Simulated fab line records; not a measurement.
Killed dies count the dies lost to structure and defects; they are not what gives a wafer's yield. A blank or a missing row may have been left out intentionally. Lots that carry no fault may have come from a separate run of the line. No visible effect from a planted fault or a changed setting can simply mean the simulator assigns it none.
Split-lot trial / flow n5-finfet / route with 1938 steps; 7 lots, 39 wafers read

== THE SPLIT ITSELF ==
At N5_MOL_CONTACT_COAG_ALD_27 (deposits SiOC, target thk 17 nm, pulse time 1.5 s, time 2720 s), the setting ald-cycles was moved away from the recipe's 340 on 15 of the 39 wafers read, by -44.1% to +33.2%. The other wafers ran this setting at the recipe's value.

The reading comes from the split's own step.

== THE READING ==
SiOC_of_MOL_CONTACT_COAG_ALD_27.thk-nm (the simulator's own value, which no gauge read), in nm, at N5_MOL_CONTACT_COAG_ALD_27 (deposits SiOC, target thk 17 nm, pulse time 1.5 s, time 2720 s). No usual value for it is given in the file. Across the 24 wafers here that went through the recipe, the average is 17.0 nm and the standard deviation 0.088 nm.

wafer=L076.1; tool, chamber at the split=ald-sin-01, 2,0; ald-cycles as run=340; against the recipe=recipe; SiOC_of_MOL_CONTACT_COAG_ALD_27.thk-nm, nm=17.2; against lot-mates on the recipe=-
wafer=L076.4; tool, chamber at the split=ald-sin-01, 2,0; ald-cycles as run=340; against the recipe=recipe; SiOC_of_MOL_CONTACT_COAG_ALD_27.thk-nm, nm=17.2; against lot-mates on the recipe=-
wafer=L076.2; tool, chamber at the split=ald-sin-01, 3; ald-cycles as run=255; against the recipe=-25.0%; SiOC_of_MOL_CONTACT_COAG_ALD_27.thk-nm, nm=13; against lot-mates on the recipe=-4.1
wafer=L076.3; tool, chamber at the split=ald-sin-01, 1; ald-cycles as run=255; against the recipe=-25.0%; SiOC_of_MOL_CONTACT_COAG_ALD_27.thk-nm, nm=12.8; against lot-mates on the recipe=-4.3
wafer=L076.5; tool, chamber at the split=ald-sin-01, 1; ald-cycles as run=255; against the recipe=-25.0%; SiOC_of_MOL_CONTACT_COAG_ALD_27.thk-nm, nm=12.8; against lot-mates on the recipe=-4.3
wafer=L076.6; tool, chamber at the split=ald-sin-01, 2; ald-cycles as run=340; against the recipe=recipe; SiOC_of_MOL_CONTACT_COAG_ALD_27.thk-nm, nm=17; against lot-mates on the recipe=-
wafer=L081.2; tool, chamber at the split=ald-sin-03, 2,3,3; ald-cycles as run=340; against the recipe=recipe; SiOC_of_MOL_CONTACT_COAG_ALD_27.thk-nm, nm=17; against lot-mates on the recipe=-
wafer=L081.3; tool, chamber at the split=ald-sin-03, 2,3,3; ald-cycles as run=340; against the recipe=recipe; SiOC_of_MOL_CONTACT_COAG_ALD_27.thk-nm, nm=17; against lot-mates on the recipe=-
wafer=L081.5; tool, chamber at the split=ald-sin-03, 2,3,3; ald-cycles as run=340; against the recipe=recipe; SiOC_of_MOL_CONTACT_COAG_ALD_27.thk-nm, nm=17; against lot-mates on the recipe=-
wafer=L083.1; tool, chamber at the split=ald-sin-01, 3; ald-cycles as run=340; against the recipe=recipe; SiOC_of_MOL_CONTACT_COAG_ALD_27.thk-nm, nm=17.2; against lot-mates on the recipe=-
wafer=L083.2; tool, chamber at the split=ald-sin-01, 0; ald-cycles as run=453; against the recipe=+33.2%; SiOC_of_MOL_CONTACT_COAG_ALD_27.thk-nm, nm=22.8; against lot-mates on the recipe=+5.7
wafer=L083.3; tool, chamber at the split=ald-sin-01, 1; ald-cycles as run=340; against the recipe=recipe; SiOC_of_MOL_CONTACT_COAG_ALD_27.thk-nm, nm=17; against lot-mates on the recipe=-
wafer=L083.5; tool, chamber at the split=ald-sin-01, 1; ald-cycles as run=340; against the recipe=recipe; SiOC_of_MOL_CONTACT_COAG_ALD_27.thk-nm, nm=17; against lot-mates on the recipe=-
wafer=L083.4; tool, chamber at the split=ald-sin-01, 2; ald-cycles as run=453; against the recipe=+33.2%; SiOC_of_MOL_CONTACT_COAG_ALD_27.thk-nm, nm=22.6; against lot-mates on the recipe=+5.5
wafer=L083.6; tool, chamber at the split=ald-sin-01, 2; ald-cycles as run=453; against the recipe=+33.2%; SiOC_of_MOL_CONTACT_COAG_ALD_27.thk-nm, nm=22.6; against lot-mates on the recipe=+5.5
wafer=L084.1; tool, chamber at the split=ald-sin-01, 2,1,1; ald-cycles as run=392; against the recipe=+15.3%; SiOC_of_MOL_CONTACT_COAG_ALD_27.thk-nm, nm=19.6; against lot-mates on the recipe=+2.5
wafer=L084.4; tool, chamber at the split=ald-sin-01, 2,1,1; ald-cycles as run=392; against the recipe=+15.3%; SiOC_of_MOL_CONTACT_COAG_ALD_27.thk-nm, nm=19.6; against lot-mates on the recipe=+2.5
wafer=L084.5; tool, chamber at the split=ald-sin-01, 2,1,1; ald-cycles as run=392; against the recipe=+15.3%; SiOC_of_MOL_CONTACT_COAG_ALD_27.thk-nm, nm=19.6; against lot-mates on the recipe=+2.5
wafer=L084.2; tool, chamber at the split=ald-sin-01, 0; ald-cycles as run=340; against the recipe=recipe; SiOC_of_MOL_CONTACT_COAG_ALD_27.thk-nm, nm=17.2; against lot-mates on the recipe=-
wafer=L084.3; tool, chamber at the split=ald-sin-01, 3,2; ald-cycles as run=340; against the recipe=recipe; SiOC_of_MOL_CONTACT_COAG_ALD_27.thk-nm, nm=17; against lot-mates on the recipe=-
wafer=L084.6; tool, chamber at the split=ald-sin-01, 3,2; ald-cycles as run=340; against the recipe=recipe; SiOC_of_MOL_CONTACT_COAG_ALD_27.thk-nm, nm=17; against lot-mates on the recipe=-
wafer=L086.1; tool, chamber at the split=ald-sin-01, 0,3,3; ald-cycles as run=208; against the recipe=-38.8%; SiOC_of_MOL_CONTACT_COAG_ALD_27.thk-nm, nm=10.4; against lot-mates on the recipe=-6.5
wafer=L086.3; tool, chamber at the split=ald-sin-01, 0,3,3; ald-cycles as run=208; against the recipe=-38.8%; SiOC_of_MOL_CONTACT_COAG_ALD_27.thk-nm, nm=10.4; against lot-mates on the recipe=-6.5
wafer=L086.6; tool, chamber at the split=ald-sin-01, 0,3,3; ald-cycles as run=208; against the recipe=-38.8%; SiOC_of_MOL_CONTACT_COAG_ALD_27.thk-nm, nm=10.4; against lot-mates on the recipe=-6.5
wafer=L086.2; tool, chamber at the split=ald-sin-01, 1,0; ald-cycles as run=340; against the recipe=recipe; SiOC_of_MOL_CONTACT_COAG_ALD_27.thk-nm, nm=17; against lot-mates on the recipe=-
wafer=L086.5; tool, chamber at the split=ald-sin-01, 1,0; ald-cycles as run=340; against the recipe=recipe; SiOC_of_MOL_CONTACT_COAG_ALD_27.thk-nm, nm=17; against lot-mates on the recipe=-
wafer=L086.4; tool, chamber at the split=ald-sin-01, 2; ald-cycles as run=340; against the recipe=recipe; SiOC_of_MOL_CONTACT_COAG_ALD_27.thk-nm, nm=16.8; against lot-mates on the recipe=-
wafer=L090.1; tool, chamber at the split=ald-sin-01, 0,1; ald-cycles as run=190; against the recipe=-44.1%; SiOC_of_MOL_CONTACT_COAG_ALD_27.thk-nm, nm=9.6; against lot-mates on the recipe=-7.4
wafer=L090.5; tool, chamber at the split=ald-sin-01, 0,1; ald-cycles as run=190; against the recipe=-44.1%; SiOC_of_MOL_CONTACT_COAG_ALD_27.thk-nm, nm=9.6; against lot-mates on the recipe=-7.4
wafer=L090.2; tool, chamber at the split=ald-sin-01, 1; ald-cycles as run=190; against the recipe=-44.1%; SiOC_of_MOL_CONTACT_COAG_ALD_27.thk-nm, nm=9.4; against lot-mates on the recipe=-7.6
wafer=L090.3; tool, chamber at the split=ald-sin-01, 3,2,2; ald-cycles as run=340; against the recipe=recipe; SiOC_of_MOL_CONTACT_COAG_ALD_27.thk-nm, nm=17; against lot-mates on the recipe=-
wafer=L090.4; tool, chamber at the split=ald-sin-01, 3,2,2; ald-cycles as run=340; against the recipe=recipe; SiOC_of_MOL_CONTACT_COAG_ALD_27.thk-nm, nm=17; against lot-mates on the recipe=-
wafer=L090.6; tool, chamber at the split=ald-sin-01, 3,2,2; ald-cycles as run=340; against the recipe=recipe; SiOC_of_MOL_CONTACT_COAG_ALD_27.thk-nm, nm=17; against lot-mates on the recipe=-
wafer=L096.1; tool, chamber at the split=ald-sin-01, 0,2,3,1,2,3; ald-cycles as run=340; against the recipe=recipe; SiOC_of_MOL_CONTACT_COAG_ALD_27.thk-nm, nm=17; against lot-mates on the recipe=-
wafer=L096.2; tool, chamber at the split=ald-sin-01, 0,2,3,1,2,3; ald-cycles as run=340; against the recipe=recipe; SiOC_of_MOL_CONTACT_COAG_ALD_27.thk-nm, nm=17; against lot-mates on the recipe=-
wafer=L096.3; tool, chamber at the split=ald-sin-01, 0,2,3,1,2,3; ald-cycles as run=340; against the recipe=recipe; SiOC_of_MOL_CONTACT_COAG_ALD_27.thk-nm, nm=17; against lot-mates on the recipe=-
wafer=L096.4; tool, chamber at the split=ald-sin-01, 0,2,3,1,2,3; ald-cycles as run=340; against the recipe=recipe; SiOC_of_MOL_CONTACT_COAG_ALD_27.thk-nm, nm=17; against lot-mates on the recipe=-
wafer=L096.5; tool, chamber at the split=ald-sin-01, 0,2,3,1,2,3; ald-cycles as run=340; against the recipe=recipe; SiOC_of_MOL_CONTACT_COAG_ALD_27.thk-nm, nm=17; against lot-mates on the recipe=-
wafer=L096.6; tool, chamber at the split=ald-sin-01, 0,2,3,1,2,3; ald-cycles as run=340; against the recipe=recipe; SiOC_of_MOL_CONTACT_COAG_ALD_27.thk-nm, nm=17; against lot-mates on the recipe=-
When a row names more than one chamber, that row covers several wafers, and the file does not tell which wafer ran in which chamber.

FIT RESULTS
A straight line over all 39 wafers: SiOC_of_MOL_CONTACT_COAG_ALD_27.thk-nm changes by +0.17 nm for each +1% of ald-cycles; r = +1.00; the points scatter about the line by 0.089 nm.
The same after taking each lot's own level away (the mean of its wafers on the recipe; 39 wafers): +0.169 nm for each +1%; r = +1.00; scatter 0.074 nm.
That fit puts the effect of the largest move of ald-cycles on the reading at 7.4 nm.
Measured against the standard deviation above, the lots' own levels, which go from 16.93 to 17.13 nm, span 2.3 times it.
The two slopes agree, so the slope changes little with the lot-to-lot level.
Check: -7.46 nm against its lot-mates is what the line predicts for one of the wafers moved furthest among these (-44.1%) when that wafer is left out of the fit. It came out at -7.4 nm against them.

== ADDITIONAL SPLITS CARRIED BY THESE WAFERS ==
Other splits were also applied to these wafers ahead of the reading. Each is held against what the fit with the lots' levels taken away leaves over:
other split on the same wafers=N5_FIN_SAQP_SPACER2_ALD_28 target-thk-a; wafers away from the commonest value=12; r with SiOC_of_MOL_CONTACT_COAG_ALD_27.thk-nm (lot level and that fit taken away)=+0.12
other split on the same wafers=N5_SD_EPI_N_ETCH_45 target-depth-a; wafers away from the commonest value=12; r with SiOC_of_MOL_CONTACT_COAG_ALD_27.thk-nm (lot level and that fit taken away)=+0.04

== FILE'S OWN FIT ==
SiOC_of_MOL_CONTACT_COAG_ALD_27.thk-nm changes by +0.169 nm for each +1% of ald-cycles, r = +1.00.
